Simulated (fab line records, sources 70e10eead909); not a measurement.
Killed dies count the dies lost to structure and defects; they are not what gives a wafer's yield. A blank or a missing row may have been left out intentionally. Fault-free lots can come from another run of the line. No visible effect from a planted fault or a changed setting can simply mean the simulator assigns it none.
fab line records	flow nand-harc
[record] lots = 24	wafers = 72	last-day = 33
route steps=1302 shown A_SLIT@937 A_WL_FILL@953 A_CONTACT@1007
lots that met no fault: taken from a fault-free run of the same line
start-h: hours from the record's opening day to when the first of the lot's shown wafers began	wait-h: hours from the lot's prior step to this one	" as in the row above	L1.1+2: one row covering several wafers at once	- either no value or no given start	* or withheld: withheld	< > ~ a bound
route shown NAME@n: names a module that has steps shown in the file, with the first one's number in the route	usual: the fault-free wafers' mean and standard deviation	same: alike in all rows	chamber/n: place in a boat	sites: the reading at each site	_std_site: the values' standard deviation	_edge_site: inner sites' mean taken away from outer sites' mean	radius-mm: how far each site lies from the wafer's centre	mask NAME#n: copy n	behind: the most recent tool/chamber to have shaped the wafer	hold: why the lot was held/for how many hours/how that ended	device: names the non-switching transistor (n, p or np)	end of line: tests of these same wafers at the route's end	a step given without rows: its recipe and nothing more	killed: at the first sort, the dies lost to defects and structure; wafer yield is something else	map: a wafer's dies, marking killed ones x, the rest . and places with no die _
set.NAME: the setting that was run; set.NAME@STEP: the one run at that earlier step	model.NAME: the simulator's own value behind a step, which no gauge read
steps of the route over a sample of lots; a table a step, a row a wafer
services: the hour from which a tool's chamber was out of use, counted from the record's first day as start-h (under 0 if before that day), plus the number of hours and why
[[steps]]
[step NHARC_A_SLIT_ETCH_24]
[recipe] target-depth-a = 1210	time-s = 60.5	cf4-flow-sccm = 100	chf3-flow-sccm = 30	ar-flow-sccm = 0	rf-w = 500	bias-w = 200	chemistry = CF4/CHF3
[usual] cf4-flow-sccm = 100.03/0.3	drypump-motor-current-A = 5.6/0.45	oes-product-au = 0.964/0.015	rf-vpp-V = 371.6/2	showerhead-plenum-p-Torr = 1.60/0.053	throttle-valve-pct = 16.802/0.0083
lot.wafer	tool	chamber	start-h	wait-h	cf4-flow-sccm	drypump-motor-current-A	oes-product-au	rf-hours-counter-h	rf-vpp-V	showerhead-plenum-p-Torr	throttle-valve-pct
L074.4	rie-diel-10	1	449.11	0.1	100.03	6.0	0.961	2	371.0	1.56	16.813
L074.5	"	2	"	"	99.50	5.4	0.973	-	374.6	1.67	16.815
L074.6	"	3	"	"	99.91	5.8	0.982	-	371.9	1.62	16.801
L075.1	rie-diel-02	0	468.55	0.1	100.05	5.1	0.968	4	370.2	1.55	16.800
L075.2	"	1	"	"	100.15	5.6	0.987	3	372.7	1.64	16.813
L075.6	"	0	"	"	99.64	5.1	0.959	-	369.3	1.55	16.793
L076.2	rie-diel-07	1	468.70	0.1	100.46	4.7	0.966	7	374.2	1.65	16.806
L076.4	"	2	"	"	100.18	5.9	0.963	7	373.9	1.66	16.803
L076.6	"	2	"	"	100.29	5.9	0.960	-	374.9	1.66	16.804
L078.3	rie-diel-07	3	480.65	0.1	99.62	6.3	0.955	0	371.3	1.59	16.808
L078.4	"	1	"	"	100.08	4.7	0.972	0	372.8	1.65	16.800
L078.2	"	2	"	"	100.42	5.9	0.965	0	373.7	1.66	16.789
L077.4	rie-diel-10	2	481.07	0.1	100.08	5.5	0.952	4	375.0	1.67	16.803
L077.1	"	3	"	"	100.28	5.8	0.956	4	373.5	1.62	16.808
L077.6	"	2	"	"	100.35	5.5	0.950	-	372.6	1.67	16.788
L079.4	rie-diel-07	1	498.92	0.1	99.56	4.7	0.977	1	374.9	1.65	16.796
L079.2	"	0	"	"	100.23	5.5	0.961	1	369.6	1.55	16.802
L079.6	"	1	"	"	99.94	4.7	0.975	-	373.9	1.65	16.796
L080.2	rie-diel-10	1	511.96	0.1	99.61	6.0	0.982	6	371.8	1.56	16.799
L080.6	"	0	"	"	99.82	5.4	0.924	-	370.2	1.55	16.807
L080.5	"	1	"	"	99.86	6.0	0.961	-	370.7	1.56	16.803
L082.4	rie-diel-07	1	522.80	0.1	99.80	4.7	0.976	2	372.3	1.65	16.796
L082.1	"	3	"	"	100.04	6.3	0.969	3	370.2	1.59	16.792
L082.6	"	1	"	"	99.89	4.7	0.970	-	375.3	1.65	16.801
L081.1	rie-diel-07	0	524.49	0.1	99.79	5.5	0.961	3	369.2	1.55	16.796
L081.6	"	1	"	"	99.94	4.7	0.981	-	373.9	1.65	16.795
L081.5	"	2	"	"	100.05	5.9	0.963	-	372.6	1.66	16.805
L083.2	rie-diel-10	0	557.93	0.1	99.70	5.4	0.955	7	370.6	1.55	16.798
L083.3	"	1	"	"	99.86	6.0	0.948	9	370.3	1.56	16.803
L083.4	"	3	"	"	99.96	5.8	0.982	10	372.5	1.62	16.813
L085.2	rie-diel-07	1	565.94	0.1	99.29	4.7	0.984	4	373.9	1.65	16.781
L085.4	"	2	"	"	99.78	5.9	0.952	5	375.0	1.66	16.804
L085.5	"	1	"	"	100.19	4.7	0.978	-	373.8	1.65	16.794
L086.1	rie-diel-07	2	569.28	0.1	100.25	5.9	0.970	6	374.2	1.66	16.795
L086.6	"	1	"	"	100.21	4.7	0.968	-	373.0	1.65	16.801
L086.5	"	2	"	"	100.31	5.9	0.972	-	374.9	1.66	16.800
L084.3	rie-diel-02	3	569.63	0.1	100.08	5.6	0.931	8	368.1	1.49	16.802
L084.1	"	2	"	"	100.11	6.0	0.920	8	371.5	1.60	16.800
L084.5	"	3	"	"	99.83	5.6	0.929	-	368.8	1.49	16.802
L087.3	rie-diel-10	3	592.09	0.1	100.08	5.8	0.970	13	371.5	1.62	16.807
L087.1	"	0	"	"	99.76	5.4	0.955	10	370.4	1.55	16.798
L087.5	"	1	"	"	99.54	6.0	0.967	-	368.9	1.56	16.802
L088.2	rie-diel-02	2	592.24	0.1	99.81	6.1	0.973	0	371.7	1.60	16.807
L088.4	"	3	"	"	100.26	5.6	0.981	0	368.2	1.49	16.814
L088.6	"	2	"	"	99.75	6.1	0.958	-	372.6	1.60	16.816
L089.3	rie-diel-02	3	602.75	0.1	99.73	5.6	0.983	2	367.8	1.49	16.789
L089.2	"	0	"	"	100.37	5.1	0.950	2	371.0	1.55	16.795
L089.6	"	2	"	"	100.29	6.1	0.977	-	371.6	1.60	16.805
L091.3	rie-diel-07	0	608.49	0.1	99.35	5.5	0.964	6	370.3	1.55	16.793
L091.4	"	1	"	"	99.64	4.7	0.959	6	372.4	1.65	16.820
L091.2	"	2	"	"	100.46	5.9	0.966	8	374.0	1.66	16.798
L090.4	rie-diel-07	2	611.02	0.1	100.09	5.9	0.943	9	373.4	1.66	16.795
L090.1	"	3	"	"	100.04	6.3	0.946	9	370.4	1.59	16.818
L090.5	"	1	"	"	100.42	4.7	0.974	-	372.4	1.65	16.785
L092.4	rie-diel-02	3	644.48	0.1	100.32	5.6	0.967	4	367.3	1.49	16.810
L092.6	"	0	"	"	100.71	5.1	0.965	-	371.1	1.55	16.810
L092.5	"	1	"	"	99.90	5.6	0.949	-	373.1	1.64	16.806
L094.4	rie-diel-07	3	645.87	0.1	99.90	6.3	0.957	11	370.3	1.59	16.801
L094.1	"	1	"	"	100.29	4.7	0.957	8	372.7	1.65	16.802
L094.5	"	2	"	"	99.87	5.9	0.967	-	373.5	1.66	16.803
L093.2	rie-diel-02	1	646.79	0.1	100.03	5.6	0.938	3	372.8	1.64	16.803
L093.3	"	2	"	"	100.07	6.1	0.975	4	371.0	1.60	16.796
L093.6	"	1	"	"	100.19	5.6	0.948	-	372.2	1.64	16.795
L095.1	rie-diel-07	1	657.92	0.1	100.25	4.7	0.964	0	372.5	1.65	16.803
L095.3	"	2	"	"	99.81	5.9	0.975	0	373.5	1.66	16.807
L095.4	"	0	"	"	100.06	5.5	0.958	0	369.2	1.55	16.779
L096.1	rie-diel-10	0	664.58	0.1	100.13	5.4	0.963	2	368.4	1.55	16.807
L096.3	"	3	"	"	99.97	5.8	0.964	2	373.1	1.62	16.812
L096.6	"	0	"	"	100.27	5.3	0.966	-	368.3	1.55	16.810
L097.4	rie-diel-10	1	678.47	0.1	100.18	6.0	0.969	3	370.4	1.56	16.801
L097.2	"	3	"	"	100.26	5.8	0.980	3	370.8	1.62	16.802
L097.5	"	2	"	"	100.47	5.5	0.947	-	374.7	1.67	16.798
[step NHARC_A_WL_FILL_RTA_01]
[recipe] temp-c = 1000	time-s = 5
[usual] anneal-temp-c-max = 1004.0/0.84	lamp-power-pct = 31/3.8	lamp_zone_4_pct = 31/3.8	wafer_temp_C_max = 1005.8/1.4
lot.wafer	tool	chamber	start-h	wait-h	anneal-temp-c-max	lamp-power-pct	lamp_zone_4_pct	wafer_temp_C_max
L074.4	rtp-anneal-02	0	464.95	0.4	1003.6	35	35	1008.3
L074.5	"	0	"	"	1003.1	35	35	1007.8
L074.6	"	0	"	"	1003.6	35	35	1005.6
L075.1	rtp-anneal-01	0	483.27	-	1004.6	27	27	1006.3
L075.2	"	0	"	"	1005.9	27	27	1006.4
L075.6	"	0	"	"	1005.0	27	27	1004.8
L076.2	rtp-anneal-02	0	483.46	-	1003.6	35	35	1008.3
L076.4	"	0	"	"	1003.7	35	35	1004.8
L076.6	"	0	"	"	1003.2	35	35	1005.5
L078.2	rtp-anneal-02	0	494.02	-	1002.6	35	35	1007.6
L078.3	"	0	"	"	1003.5	35	35	1009.0
L078.4	"	0	"	"	1002.8	35	35	1006.8
L077.1	rtp-anneal-01	0	495.55	-	1004.6	27	27	1004.3
L077.4	"	0	"	"	1004.7	27	27	1005.1
L077.6	"	0	"	"	1005.4	27	27	1005.3
L079.2	rtp-anneal-02	0	512.21	-	1004.7	35	35	1005.8
L079.4	"	0	"	"	1003.1	35	35	1005.4
L079.6	"	0	"	"	1003.3	35	35	1007.8
L080.2	rtp-anneal-02	0	526.24	-	1003.2	35	35	1005.3
L080.5	"	0	"	"	1004.0	35	35	1007.5
L080.6	"	0	"	"	1003.8	35	35	1006.5
L082.1	rtp-anneal-02	0	537.90	-	1003.3	35	35	1005.4
L082.4	"	0	"	"	1003.0	35	35	1007.3
L082.6	"	0	"	"	1003.9	35	35	1009.1
L081.1	rtp-anneal-01	0	539.02	-	1005.1	27	27	1004.4
L081.5	"	0	"	"	1006.0	27	27	1004.0
L081.6	"	0	"	"	1004.9	27	27	1004.4
L083.2	rtp-anneal-01	0	574.82	0.2	1003.7	27	27	1006.1
L083.3	"	0	"	"	1004.1	27	27	1005.2
L083.4	"	0	"	"	1005.6	27	27	1004.9
L085.2	rtp-anneal-01	0	579.31	0.3	1004.4	27	27	1005.4
L085.4	"	0	"	"	1004.0	27	27	1006.6
L085.5	"	0	"	"	1004.8	27	27	1005.6
L086.1	rtp-anneal-01	0	583.19	-	1004.0	27	27	1006.3
L086.5	"	0	"	"	1005.0	27	27	1004.8
L086.6	"	0	"	"	1005.0	27	27	1006.7
L084.1	rtp-anneal-01	0	583.36	-	1004.1	27	27	1005.1
L084.3	"	0	"	"	1005.1	27	27	1005.8
L084.5	"	0	"	"	1004.1	27	27	1004.1
L087.1	rtp-anneal-02	0	605.53	-	1003.3	35	35	1006.4
L087.3	"	0	"	"	1004.3	35	35	1006.8
L087.5	"	0	"	"	1003.2	35	35	1010.3
L088.2	rtp-anneal-01	0	605.56	-	1003.6	27	27	1004.1
L088.4	"	0	"	"	1003.3	27	27	1005.5
L088.6	"	0	"	"	1003.6	27	27	1004.1
L089.2	rtp-anneal-02	0	615.90	-	1004.3	35	35	1005.6
L089.3	"	0	"	"	1003.6	35	35	1010.1
L089.6	"	0	"	"	1003.4	35	35	1008.3
L091.2	rtp-anneal-02	0	621.92	-	1003.1	35	35	1004.7
L091.3	"	0	"	"	1002.8	35	35	1006.4
L091.4	"	0	"	"	1003.1	35	35	1004.5
L090.1	rtp-anneal-01	0	625.60	-	1004.6	27	27	1004.7
L090.4	"	0	"	"	1004.5	27	27	1004.2
L090.5	"	0	"	"	1004.3	27	27	1005.5
L094.1	rtp-anneal-02	0	657.69	-	1003.2	35	35	1007.9
L094.4	"	0	"	"	1002.7	35	35	1006.7
L094.5	"	0	"	"	1003.1	35	35	1009.6
L092.4	rtp-anneal-01	0	657.74	-	1004.6	27	27	1004.0
L092.5	"	0	"	"	1005.5	27	27	1004.3
L092.6	"	0	"	"	1004.4	27	27	1005.6
L093.2	rtp-anneal-01	0	661.94	-	1003.9	27	27	1004.6
L093.3	"	0	"	"	1005.0	27	27	1003.9
L093.6	"	0	"	"	1003.9	27	27	1005.6
L095.1	rtp-anneal-02	0	671.20	-	1002.7	35	35	1006.7
L095.3	"	0	"	"	1003.8	35	35	1007.0
L095.4	"	0	"	"	1003.6	35	35	1005.1
L096.1	rtp-anneal-01	0	677.86	-	1004.8	27	27	1005.4
L096.3	"	0	"	"	1005.0	27	27	1004.8
L096.6	"	0	"	"	1004.1	27	27	1005.7
L097.2	rtp-anneal-01	0	692.19	-	1004.1	27	27	1005.1
L097.4	"	0	"	"	1004.0	27	27	1007.5
L097.5	"	0	"	"	1004.1	27	27	1004.3
[step NHARC_A_CONTACT_ETCH_113]
[recipe] source-w = withheld	pressure-mtorr = 20	bias-v = 3000	time-s = 190	target-depth-a = 18500	ar-flow-sccm = withheld	c4f8-flow-sccm = withheld	o2-flow-sccm = withheld	chemistry = C4F8/O2/Ar
lot.wafer	tool	chamber	start-h	wait-h	rf-hours-counter-h
L074.4	har-cap-etch-03	0	495.30	0.1	-
L074.6	"	1	"	"	-
L074.5	"	0	"	"	-
L076.2	har-cap-etch-02	0	509.93	0.1	86
L076.4	"	1	"	"	-
L076.6	"	0	"	"	-
L075.1	har-cap-etch-03	1	510.41	0.2	44
L075.2	"	0	"	"	44
L075.6	"	1	"	"	-
L077.1	har-cap-etch-02	1	521.20	0.1	89
L077.4	"	0	"	"	-
L077.6	"	0	"	"	-
L078.2	har-cap-etch-03	1	521.36	0.1	48
L078.3	"	1	"	"	-
L078.4	"	0	"	"	-
L079.2	har-cap-etch-03	0	538.63	0.1	52
L079.4	"	0	"	"	-
L079.6	"	0	"	"	-
L080.2	har-cap-etch-01	0	554.14	0.1	7
L080.6	"	0	"	"	-
L080.5	"	1	"	"	-
L081.1	har-cap-etch-03	1	563.45	0.1	56
L081.6	"	0	"	"	-
L081.5	"	1	"	"	-
L082.1	har-cap-etch-02	0	567.65	0.1	97
L082.4	"	0	"	"	-
L082.6	"	0	"	"	-
L085.2	har-cap-etch-02	1	602.63	0.1	102
L085.4	"	1	"	"	-
L085.5	"	0	"	"	-
L083.2	har-cap-etch-03	0	603.46	0.1	61
L083.4	"	0	"	"	-
L083.3	"	1	"	"	-
L086.1	har-cap-etch-01	0	609.46	0.1	14
L086.6	"	1	"	"	-
L086.5	"	0	"	"	-
L084.1	har-cap-etch-02	0	611.11	0.2	104
L084.3	"	1	"	"	-
L084.5	"	1	"	"	-
L087.1	har-cap-etch-01	1	632.17	0.1	19
L087.3	"	1	"	"	-
L087.5	"	0	"	"	-
L088.2	har-cap-etch-02	1	632.22	0.1	109
L088.4	"	0	"	"	-
L088.6	"	1	"	"	-
L089.2	har-cap-etch-03	1	641.97	0.1	69
L089.3	"	1	"	"	-
L089.6	"	1	"	"	-
L091.2	har-cap-etch-01	0	651.98	0.2	23
L091.4	"	0	"	"	-
L091.3	"	1	"	"	-
L090.1	har-cap-etch-02	1	654.15	0.1	113
L090.4	"	1	"	"	-
L090.5	"	0	"	"	-
L094.1	har-cap-etch-01	0	685.20	0.1	28
L094.4	"	1	"	"	-
L094.5	"	1	"	"	-
L093.2	har-cap-etch-02	1	686.38	0.1	119
L093.3	"	1	"	"	-
L093.6	"	0	"	"	-
L092.4	har-cap-etch-03	1	689.67	0.1	-
L092.5	"	0	"	"	-
L092.6	"	1	"	"	-
L095.1	har-cap-etch-02	1	697.46	0.1	121
L095.3	"	1	"	"	-
L095.4	"	0	"	"	-
L096.1	har-cap-etch-01	1	706.78	0.1	34
L096.3	"	1	"	"	-
L096.6	"	1	"	"	-
L097.2	har-cap-etch-03	0	718.95	0.1	86
L097.4	"	1	"	"	-
L097.5	"	0	"	"	-
[step NHARC_A_CONTACT_ETCH_114]
[recipe] source-w = withheld	pressure-mtorr = 20	bias-v = 3000	time-s = 190	target-depth-a = 18500	ar-flow-sccm = withheld	c4f8-flow-sccm = withheld	o2-flow-sccm = withheld	chemistry = C4F8/O2/Ar
lot.wafer	tool	chamber	start-h	wait-h	rf-hours-counter-h
L074.4	har-cap-etch-03	0	495.47	0.1	-
L074.6	"	1	"	"	-
L074.5	"	0	"	"	-
L076.2	har-cap-etch-02	0	510.10	0.1	86
L076.4	"	1	"	"	-
L076.6	"	0	"	"	-
L075.1	har-cap-etch-03	1	510.63	0.2	44
L075.2	"	0	"	"	44
L075.6	"	1	"	"	-
L077.1	har-cap-etch-02	1	521.37	0.1	90
L077.4	"	0	"	"	-
L077.6	"	0	"	"	-
L078.2	har-cap-etch-03	1	521.53	0.1	48
L078.3	"	1	"	"	-
L078.4	"	0	"	"	-
L079.2	har-cap-etch-03	0	538.80	0.1	52
L079.4	"	0	"	"	-
L079.6	"	0	"	"	-
L080.2	har-cap-etch-01	0	554.31	0.1	7
L080.6	"	0	"	"	-
L080.5	"	1	"	"	-
L081.1	har-cap-etch-03	1	563.62	0.1	56
L081.6	"	0	"	"	-
L081.5	"	1	"	"	-
L082.1	har-cap-etch-02	0	567.82	0.1	98
L082.4	"	0	"	"	-
L082.6	"	0	"	"	-
L085.2	har-cap-etch-02	1	602.80	0.1	102
L085.4	"	1	"	"	-
L085.5	"	0	"	"	-
L083.2	har-cap-etch-03	0	603.63	0.1	61
L083.4	"	0	"	"	-
L083.3	"	1	"	"	-
L086.1	har-cap-etch-01	0	609.63	0.1	14
L086.6	"	1	"	"	-
L086.5	"	0	"	"	-
L084.1	har-cap-etch-02	0	611.34	0.2	104
L084.3	"	1	"	"	-
L084.5	"	1	"	"	-
L087.1	har-cap-etch-01	1	632.35	0.1	19
L087.3	"	1	"	"	-
L087.5	"	0	"	"	-
L088.2	har-cap-etch-02	1	632.39	0.1	109
L088.4	"	0	"	"	-
L088.6	"	1	"	"	-
L089.2	har-cap-etch-03	1	642.14	0.1	69
L089.3	"	1	"	"	-
L089.6	"	1	"	"	-
L091.2	har-cap-etch-01	0	652.21	0.2	23
L091.4	"	0	"	"	-
L091.3	"	1	"	"	-
L090.1	har-cap-etch-02	1	654.32	0.1	113
L090.4	"	1	"	"	-
L090.5	"	0	"	"	-
L094.1	har-cap-etch-01	0	685.37	0.1	28
L094.4	"	1	"	"	-
L094.5	"	1	"	"	-
L093.2	har-cap-etch-02	1	686.55	0.1	119
L093.3	"	1	"	"	-
L093.6	"	0	"	"	-
L092.4	har-cap-etch-03	1	689.84	0.1	-
L092.5	"	0	"	"	-
L092.6	"	1	"	"	-
L095.1	har-cap-etch-02	1	697.63	0.1	121
L095.3	"	1	"	"	-
L095.4	"	0	"	"	-
L096.1	har-cap-etch-01	1	706.95	0.1	34
L096.3	"	1	"	"	-
L096.6	"	1	"	"	-
L097.2	har-cap-etch-03	0	719.12	0.1	86
L097.4	"	1	"	"	-
L097.5	"	0	"	"	-
[step NHARC_A_CONTACT_ETCH_115]
[recipe] source-w = withheld	pressure-mtorr = 20	bias-v = 3000	time-s = 190	target-depth-a = 18500	ar-flow-sccm = withheld	c4f8-flow-sccm = withheld	o2-flow-sccm = withheld	chemistry = C4F8/O2/Ar
lot.wafer	tool	chamber	start-h	wait-h	rf-hours-counter-h
L074.4	har-cap-etch-03	0	495.64	0.1	-
L074.6	"	1	"	"	-
L074.5	"	0	"	"	-
L076.2	har-cap-etch-02	0	510.27	0.1	86
L076.4	"	1	"	"	-
L076.6	"	0	"	"	-
L075.1	har-cap-etch-03	1	510.86	0.2	44
L075.2	"	0	"	"	44
L075.6	"	1	"	"	-
L077.1	har-cap-etch-02	1	521.54	0.1	90
L077.4	"	0	"	"	-
L077.6	"	0	"	"	-
L078.2	har-cap-etch-03	1	521.70	0.1	48
L078.3	"	1	"	"	-
L078.4	"	0	"	"	-
L079.2	har-cap-etch-03	0	538.97	0.1	52
L079.4	"	0	"	"	-
L079.6	"	0	"	"	-
L080.2	har-cap-etch-01	0	554.47	0.1	7
L080.6	"	0	"	"	-
L080.5	"	1	"	"	-
L081.1	har-cap-etch-03	1	563.79	0.1	56
L081.6	"	0	"	"	-
L081.5	"	1	"	"	-
L082.1	har-cap-etch-02	0	568.00	0.1	98
L082.4	"	0	"	"	-
L082.6	"	0	"	"	-
L085.2	har-cap-etch-02	1	602.97	0.1	102
L085.4	"	1	"	"	-
L085.5	"	0	"	"	-
L083.2	har-cap-etch-03	0	603.80	0.1	61
L083.4	"	0	"	"	-
L083.3	"	1	"	"	-
L086.1	har-cap-etch-01	0	609.80	0.1	14
L086.6	"	1	"	"	-
L086.5	"	0	"	"	-
L084.1	har-cap-etch-02	0	611.57	0.2	104
L084.3	"	1	"	"	-
L084.5	"	1	"	"	-
L087.1	har-cap-etch-01	1	632.51	0.1	19
L087.3	"	1	"	"	-
L087.5	"	0	"	"	-
L088.2	har-cap-etch-02	1	632.56	0.1	110
L088.4	"	0	"	"	-
L088.6	"	1	"	"	-
L089.2	har-cap-etch-03	1	642.31	0.1	69
L089.3	"	1	"	"	-
L089.6	"	1	"	"	-
L091.2	har-cap-etch-01	0	652.43	0.2	23
L091.4	"	0	"	"	-
L091.3	"	1	"	"	-
L090.1	har-cap-etch-02	1	654.49	0.1	114
L090.4	"	1	"	"	-
L090.5	"	0	"	"	-
L094.1	har-cap-etch-01	0	685.54	0.1	28
L094.4	"	1	"	"	-
L094.5	"	1	"	"	-
L093.2	har-cap-etch-02	1	686.72	0.1	119
L093.3	"	1	"	"	-
L093.6	"	0	"	"	-
L092.4	har-cap-etch-03	1	690.01	0.1	-
L092.5	"	0	"	"	-
L092.6	"	1	"	"	-
L095.1	har-cap-etch-02	1	697.80	0.1	121
L095.3	"	1	"	"	-
L095.4	"	0	"	"	-
L096.1	har-cap-etch-01	1	707.12	0.1	34
L096.3	"	1	"	"	-
L096.6	"	1	"	"	-
L097.2	har-cap-etch-03	0	719.29	0.1	86
L097.4	"	1	"	"	-
L097.5	"	0	"	"	-
[step NHARC_A_CONTACT_DEP_58]
[recipe] target-thk-a = 900	target-thk-nm = 90	temp-c = 400	pressure-torr = 3.5	flow-sccm = 200	rf-w = 350	material = SiON
[usual] heater-power-w = 696/91	susceptor-temp-C = 399.99/0.21
lot.wafer	tool	chamber	start-h	wait-h	heater-power-w	susceptor-temp-C
L074.5	pecvd-04	1	502.35	0.6	694	400.01
L074.6	"	2	"	"	615	399.75
L074.4	"	0	"	"	658	400.06
L076.2	pecvd-01	0	517.07	2.2	544	399.87
L076.4	"	1	"	"	833	399.61
L076.6	"	2	"	"	688	399.85
L075.1	pecvd-03	2	520.27	2.7	774	400.20
L075.2	"	1	"	"	670	399.87
L075.6	"	2	"	"	752	399.82
L077.1	pecvd-04	0	529.06	2.8	551	399.82
L077.4	"	1	"	"	635	400.30
L077.6	"	2	"	"	715	399.97
L078.3	pecvd-03	2	530.46	1.6	634	400.16
L078.2	"	0	"	"	613	400.22
L078.4	"	1	"	"	731	399.68
L079.2	pecvd-01	2	545.83	2.2	741	399.82
L079.4	"	2	"	"	752	400.03
L079.6	"	0	"	"	602	399.90
L080.2	pecvd-04	2	561.30	2.2	689	399.69
L080.5	"	1	"	"	672	400.18
L080.6	"	0	"	"	621	400.14
L081.1	pecvd-03	0	572.24	2.8	636	399.86
L081.6	"	0	"	"	647	400.34
L081.5	"	1	"	"	644	399.82
L082.1	pecvd-03	0	575.38	2.8	577	399.63
L082.6	"	2	"	"	739	400.01
L082.4	"	0	"	"	583	399.80
L085.2	pecvd-03	2	612.61	2.2	705	399.92
L085.4	"	1	"	"	795	400.39
L085.5	"	2	"	"	717	399.85
L083.3	pecvd-03	1	613.45	1.7	668	400.20
L083.2	"	2	"	"	779	399.71
L083.4	"	1	"	"	684	399.93
L086.1	pecvd-03	0	620.45	2.8	540	399.85
L086.6	"	1	"	"	784	400.29
L086.5	"	2	"	"	756	400.31
L084.3	pecvd-04	2	622.08	1.6	738	400.40
L084.1	"	0	"	"	638	399.87
L084.5	"	1	"	"	689	399.98
L087.1	pecvd-03	2	639.42	2.7	794	400.16
L087.3	"	0	"	"	622	400.14
L087.5	"	1	"	"	771	399.83
L088.2	pecvd-01	2	642.19	2.2	731	399.77
L088.4	"	1	"	"	838	400.37
L088.6	"	2	"	"	709	400.21
L089.2	pecvd-01	1	652.04	2.2	792	399.91
L089.3	"	2	"	"	753	400.30
L089.6	"	1	"	"	829	399.85
L091.2	pecvd-01	2	659.95	2.2	635	399.85
L091.3	"	1	"	"	903	400.14
L091.4	"	0	"	"	602	399.98
L090.1	pecvd-03	2	661.39	2.8	755	400.01
L090.5	"	1	"	"	742	400.02
L090.4	"	2	"	"	765	400.30
L094.1	pecvd-01	0	692.68	3.0	615	399.84
L094.5	"	1	"	"	804	400.00
L094.4	"	0	"	"	615	399.97
L093.2	pecvd-01	0	693.58	2.2	645	399.97
L093.3	"	2	"	"	734	399.98
L093.6	"	0	"	"	638	399.66
L092.4	pecvd-04	0	698.76	1.2	683	400.10
L092.6	"	1	"	"	681	399.36
L092.5	"	2	"	"	768	400.11
L095.1	pecvd-03	1	706.91	2.7	798	400.03
L095.3	"	2	"	"	765	400.14
L095.4	"	1	"	"	791	400.24
L096.1	pecvd-03	2	713.93	2.7	784	400.04
L096.3	"	0	"	"	649	400.12
L096.6	"	0	"	"	517	399.73
L097.2	pecvd-01	1	726.15	2.2	872	400.24
L097.5	"	0	"	"	549	400.24
L097.4	"	1	"	"	846	399.99
[[services]]
tool	chamber	start-h	hours	kind
pecvd-01	0	431.89	2.6	repair
pecvd-04	-	450.27	13.0	pm
rie-diel-07	-	471.20	9.0	pm
pecvd-01	-	492.00	13.0	pm
har-cap-etch-01	-	497.00	17.0	pm
har-cap-etch-01	0	497.00	17.0	vent-cycle
rie-diel-10	0	502.17	7.8	repair
rie-diel-10	-	528.91	1.1	repair
rie-diel-10	0	537.64	14.2	repair
rie-diel-07	-	545.23	0.9	repair
pecvd-03	-	547.00	13.0	pm
rie-diel-02	2	557.33	5.3	repair
rie-diel-02	-	571.02	9.0	pm
pecvd-01	-	571.56	0.4	repair
rie-diel-07	-	575.47	1.3	repair
rie-diel-10	-	596.50	9.0	pm
rie-diel-10	-	608.18	0.7	repair
rie-diel-02	1	628.68	13.2	repair
pecvd-04	-	631.27	13.0	pm
rie-diel-07	-	648.20	9.0	pm
rie-diel-07	1	669.26	29.5	repair
pecvd-01	-	673.00	13.0	pm
rie-diel-02	3	677.17	7.0	repair
har-cap-etch-02	-	703.21	76.0	repair
[[key]]
fault none
